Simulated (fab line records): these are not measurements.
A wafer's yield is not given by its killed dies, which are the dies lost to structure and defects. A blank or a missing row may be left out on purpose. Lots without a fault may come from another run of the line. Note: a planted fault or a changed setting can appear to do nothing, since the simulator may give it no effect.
Split-lot experiment	flow n5Finfet	7 lots, 39 wafers read, on a route of 1938 steps

== THE SPLIT ==
At N5_FIN_CUT_ETCH_21 (etches SOC in N2/H2, target depth 219 nm, overetch 43.8 nm, time 523.5 s), the setting biasW was moved away from the recipe's 61 W on 12 of the 39 wafers read, by -11.5% to +10.0%. All remaining wafers had this setting at the recipe value.

The reading comes from the split's own step.

== THE READING ==
rfVppV, in V, at N5_FIN_CUT_ETCH_21 (etches SOC in N2/H2, target depth 219 nm, overetch 43.8 nm, time 523.5 s). Typical for fault-free wafers on this fab line: 240.7 V, with standard deviation 1.5 V.

wafer	tool, chamber at the split	biasW as run, W	against the recipe	rfVppV, V	against lot-mates on the recipe
L075.1	rieDiel-03, 3	61	recipe	242.6	-
L075.2	rieDiel-03, 1	61	recipe	242.0	-
L075.3	rieDiel-03, 0	61	recipe	241.6	-
L075.4	rieDiel-03, 0	61	recipe	240.7	-
L075.5	rieDiel-03, 3	61	recipe	242.2	-
L075.6	rieDiel-03, 1	61	recipe	241.8	-
L085.1	rieDiel-03, 0	61	recipe	238.9	-
L085.2	rieDiel-03, 1	53.98	-11.5%	223.9	-16.9
L085.3	rieDiel-03, 3	61	recipe	242.2	-
L085.4	rieDiel-03, 2	53.98	-11.5%	223.8	-17.0
L085.5	rieDiel-03, 3	53.98	-11.5%	222.4	-18.4
L085.6	rieDiel-03, 0	61	recipe	241.2	-
L089.1	rieDiel-02, 0	61	recipe	237.8	-
L089.2	rieDiel-02, 3	57.36	-6.0%	232.4	-6.6
L089.3	rieDiel-02, 1	57.36	-6.0%	231.1	-7.9
L089.4	rieDiel-02, 2	57.36	-6.0%	230.8	-8.2
L089.5	rieDiel-02, 0	61	recipe	238.6	-
L089.6	rieDiel-02, 3	61	recipe	240.5	-
L090.1	rieDiel-04, 3	61	recipe	240.8	-
L090.2	rieDiel-04, 2	55.42	-9.1%	227.1	-14.8
L090.3	rieDiel-04, 1	61	recipe	242.3	-
L090.4	rieDiel-04, 0	55.42	-9.1%	225.4	-16.5
L090.5	rieDiel-04, 2	55.42	-9.1%	227.7	-14.2
L090.6	rieDiel-04, 1	61	recipe	242.6	-
L092.1	rieDiel-02, 3	61	recipe	239.9	-
L092.2	rieDiel-02, 0	61	recipe	238.0	-
L092.3	rieDiel-02, 2	61	recipe	239.7	-
L092.4	rieDiel-02, 1	61	recipe	240.6	-
L092.5	rieDiel-02, 0	61	recipe	237.4	-
L092.6	rieDiel-02, 3	61	recipe	240.8	-
L094.1	rieDiel-03, 0	61	recipe	241.8	-
L094.2	rieDiel-03, 2	67.1	+10.0%	257.5	+15.5
L094.3	rieDiel-03, 3	67.1	+10.0%	257.7	+15.7
L094.4	rieDiel-03, 2	61	recipe	241.6	-
L094.5	rieDiel-03, 0	67.1	+10.0%	254.7	+12.7
L094.6	rieDiel-03, 3	61	recipe	242.7	-
L095.1	rieDiel-03, 3	61	recipe	241.7	-
L095.2	rieDiel-03, 0	61	recipe	240.2	-
L095.4	rieDiel-03, 3	61	recipe	241.7	-

THE FIT
A straight line over all 39 wafers: rfVppV changes by +1.55 V for each +1% of biasW; r = +0.98; the points scatter about the line by 1.4 V.
The same after taking each lot's own level away (the mean of its wafers on the recipe; 39 wafers): +1.5 V for each +1%; r = +0.99; scatter 1.2 V.
Per that fit: largest biasW move, reading shift of 17 V.
Measured against the standard deviation above, the lots' own levels, which go from 238.97 to 242.03 V, span 2.0 times it.
So the lot-to-lot level changes the slope little: the two slopes agree.
Check: with one of the wafers moved furthest among these (-11.5%) left out of the fit, the line predicts -17.4 V for it against its lot-mates. Against them it came out at -16.9 V.
Tool readings at the split's step, against how far the setting was moved: rfVppV r = +0.98.

== THE FILE'S OWN FIT ==
rfVppV changes by +1.51 V for each +1% of biasW, r = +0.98.
